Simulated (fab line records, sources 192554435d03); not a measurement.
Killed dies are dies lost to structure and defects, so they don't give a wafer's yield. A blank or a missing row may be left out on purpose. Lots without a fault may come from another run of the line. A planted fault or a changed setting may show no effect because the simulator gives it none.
Chamber matching | flow n5_finfet | N5_BEOL_M13_VIA_ETCH_16 on rie_diel-03: 4 sister chambers
The step etches SiOC in C4F8/O2/Ar, target depth 921.7 nm. 4 wafers are shown with their chamber, then 11 later ones without.

WAFERS WITH THEIR CHAMBER
wafer  | chamber | showerhead_plenum_p_Torr (Torr)
L075.6 | 2       | 3.45
L085.1 | 1       | 3.38
L085.6 | 0       | 3.27
L090.2 | 3       | 3.45

WAFERS WITHOUT THEIR CHAMBER
wafer  | showerhead_plenum_p_Torr (Torr)
L090.5 | 3.43
L090.6 | 3.45
L094.1 | 3.26
L094.3 | 3.44
L094.5 | 3.44
L097.1 | 3.26
L097.2 | 3.43
L097.6 | 3.44
L096.3 | 3.44
L096.5 | 3.44
L096.6 | 3.26

WHICH CHAMBER EACH WENT THROUGH
wafer  | from the rows above     | in truth
L090.5 | can't be placed: 2 or 3 | 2
L090.6 | can't be placed: 2 or 3 | 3
L094.1 | 0                       | 0
L094.3 | can't be placed: 2 or 3 | 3
L094.5 | can't be placed: 2 or 3 | 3
L097.1 | 0                       | 0
L097.2 | can't be placed: 2 or 3 | 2
L097.6 | can't be placed: 2 or 3 | 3
L096.3 | can't be placed: 2 or 3 | 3
L096.5 | can't be placed: 2 or 3 | 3
L096.6 | 0                       | 0
Placed correctly: 3 of 11. Can't be placed from these rows: 8 (the true chamber is among the candidates in 8). Placed wrongly: 0.
How it was worked out, from the rows above alone: a wafer's distance from a chamber is the root of the sum, over the readings, of the square of ((its reading less the chamber's mean) divided by the reading's scatter). The wafer belongs to the nearest chamber; if the next one is less than 2 further off, it can't be placed. A chamber's mean is the mean of its shown wafers. The scatter: with one shown wafer a chamber, the root of the mean of the squares of how far each hidden wafer lies from its nearest shown one.
